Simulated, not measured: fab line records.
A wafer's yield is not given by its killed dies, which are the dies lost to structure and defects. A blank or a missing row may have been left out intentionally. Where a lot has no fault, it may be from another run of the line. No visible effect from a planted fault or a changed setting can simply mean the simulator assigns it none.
Chamber matching | flow n5_finfet | N5_GATE_CUT_STRIP_59 on rie_diel-02: 4 sister chambers
The step strips in N2/H2, time 20 s. 33 wafers are shown with their chamber, then 12 later ones without.

== WAFERS, EACH WITH ITS CHAMBER ==
wafer  | chamber | showerhead_plenum_p_Torr (Torr) | drypump_motor_current_A (A) | throttle_valve_pct (%)
L075.1 | 1       | 3.23                            | 5.7                         | 12.52
L075.3 | 0       | 3.50                            | 6.0                         | 12.51
L075.5 | 0       | 3.50                            | 6.0                         | 12.51
L076.1 | 2       | 3.53                            | 6.0                         | 12.40
L076.3 | 1       | 3.23                            | 5.7                         | 12.53
L076.5 | 1       | 3.23                            | 5.7                         | 12.53
L077.1 | 2       | 3.52                            | 6.0                         | 12.41
L077.3 | 1       | 3.23                            | 5.7                         | 12.53
L077.6 | 0       | 3.50                            | 6.0                         | 12.51
L082.1 | 3       | 3.34                            | 5.8                         | 12.74
L082.2 | 2       | 3.52                            | 6.0                         | 12.43
L082.3 | 0       | 3.49                            | 6.0                         | 12.54
L083.2 | 1       | 3.22                            | 5.7                         | 12.56
L083.4 | 3       | 3.34                            | 5.8                         | 12.74
L083.5 | 0       | 3.49                            | 6.0                         | 12.54
L084.2 | 0       | 3.49                            | 5.9                         | 12.55
L084.3 | 1       | 3.22                            | 5.7                         | 12.56
L084.5 | 2       | 3.52                            | 6.0                         | 12.42
L086.1 | 0       | 3.49                            | 5.9                         | 12.56
L086.3 | 3       | 3.34                            | 5.8                         | 12.76
L086.4 | 1       | 3.22                            | 5.7                         | 12.56
L088.1 | 2       | 3.51                            | 6.0                         | 12.45
L088.3 | 0       | 3.49                            | 5.9                         | 12.57
L088.5 | 2       | 3.51                            | 6.0                         | 12.45
L089.4 | 2       | 3.51                            | 6.0                         | 12.45
L089.5 | 1       | 3.22                            | 5.7                         | 12.58
L089.6 | 2       | 3.51                            | 6.0                         | 12.46
L091.2 | 3       | 3.33                            | 5.7                         | 12.76
L091.3 | 2       | 3.51                            | 6.0                         | 12.46
L091.4 | 1       | 3.21                            | 5.7                         | 12.58
L092.2 | 3       | 3.33                            | 5.8                         | 12.78
L092.5 | 2       | 3.51                            | 6.0                         | 12.48
L092.6 | 3       | 3.33                            | 5.8                         | 12.79

SIGNATURES, as means of the wafers listed above
reading                  | chamber 0 | chamber 1 | chamber 2 | chamber 3 | scatter within a chamber
showerhead_plenum_p_Torr | 3.4938    | 3.2233    | 3.5150    | 3.3350    | 0.0064
drypump_motor_current_A  | 5.963     | 5.700     | 6.000     | 5.783     | 0.0306
throttle_valve_pct       | 12.5362   | 12.5500   | 12.4410   | 12.7617   | 0.0235
Rule: distance of a wafer from a chamber = root of the sum over the readings of ((wafer's reading minus chamber's mean) / reading's scatter) squared. If the next closest chamber is less than 2 further off than the closest, the wafer can't be placed; otherwise it belongs to the closest. How the scatter is found: for the shown wafers, subtract from each reading the mean of its chamber, square and add these, divide the total by (wafers less chambers), then take the root.

== WAFERS WITH NO CHAMBER GIVEN ==
wafer  | showerhead_plenum_p_Torr (Torr) | drypump_motor_current_A (A) | throttle_valve_pct (%)
L094.1 | 3.33                            | 5.7                         | 12.79
L094.4 | 3.51                            | 6.0                         | 12.49
L094.6 | 3.48                            | 5.9                         | 12.59
L095.1 | 3.33                            | 5.8                         | 12.78
L095.3 | 3.50                            | 6.0                         | 12.50
L095.4 | 3.33                            | 5.8                         | 12.79
L096.1 | 3.50                            | 5.9                         | 12.49
L096.3 | 3.32                            | 5.8                         | 12.81
L096.4 | 3.32                            | 5.8                         | 12.79
L097.2 | 3.50                            | 6.0                         | 12.49
L097.5 | 3.50                            | 6.0                         | 12.50
L097.6 | 3.32                            | 5.7                         | 12.79

== THE CHAMBER EACH PASSED THROUGH ==
wafer  | from the rows above     | in truth
L094.1 | 3                       | 3
L094.4 | can't be placed: 2 or 0 | 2
L094.6 | 0                       | 0
L095.1 | 3                       | 3
L095.3 | can't be placed: 0 or 2 | 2
L095.4 | 3                       | 3
L096.1 | can't be placed: 0 or 2 | 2
L096.3 | 3                       | 3
L096.4 | 3                       | 3
L097.2 | can't be placed: 0 or 2 | 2
L097.5 | can't be placed: 0 or 2 | 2
L097.6 | 3                       | 3
Placed correctly: 7 of 12. Unplaceable from these rows: 5, with the true chamber sitting among the candidates in 5. Number placed wrongly: 0.
